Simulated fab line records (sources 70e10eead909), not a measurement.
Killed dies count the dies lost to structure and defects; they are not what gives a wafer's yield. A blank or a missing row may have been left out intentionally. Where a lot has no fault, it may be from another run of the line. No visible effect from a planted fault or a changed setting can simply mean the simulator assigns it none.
Chamber matching    flow nandHarc    NHARC_P_M1_PRE_CLEAN_32 on pecvd-03: 3 sister chambers
The step time 12 s. 6 wafers are shown with their chamber, then 12 later ones without.

WAFERS PAIRED WITH THEIR CHAMBERS
wafer   chamber  heaterPowerW (W)
L084.6  2        550
L086.3  1        698
L086.6  0        738
L088.4  1        630
L088.5  2        541
L088.6  0        648

WAFERS WITH NO CHAMBER GIVEN
wafer   heaterPowerW (W)
L087.1  637
L087.5  639
L087.6  638
L089.1  687
L089.3  607
L089.4  591
L090.2  663
L090.3  705
L090.6  669
L096.1  564
L096.3  676
L096.4  652

WHICH CHAMBER EACH ONE RAN IN
wafer   from the rows above           in truth
L087.1  can't be placed: 1 or 0 or 2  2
L087.5  can't be placed: 1 or 0 or 2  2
L087.6  can't be placed: 1 or 0 or 2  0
L089.1  can't be placed: 0 or 1       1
L089.3  can't be placed: 1 or 2 or 0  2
L089.4  can't be placed: 2 or 1 or 0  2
L090.2  can't be placed: 1 or 0       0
L090.3  can't be placed: 0 or 1       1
L090.6  can't be placed: 1 or 0       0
L096.1  can't be placed: 2 or 1       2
L096.3  can't be placed: 1 or 0       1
L096.4  can't be placed: 1 or 0       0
Correctly placed: 0 of 12. Cannot be placed on the basis of these rows: 12; the candidates contain the true chamber in 12. Placed wrongly: 0.
How it was worked out, from the rows above alone: a wafer's distance from a chamber is the root of the sum, over the readings, of the square of ((its reading less the chamber's mean) divided by the reading's scatter). If the next closest chamber is less than 2 further off than the closest, the wafer can't be placed; otherwise it belongs to the closest. A chamber's mean is the mean of its shown wafers. The scatter is the square root of a quotient: the sum, over the shown wafers, of each reading's squared deviation from its chamber's mean, divided by wafers minus chambers.
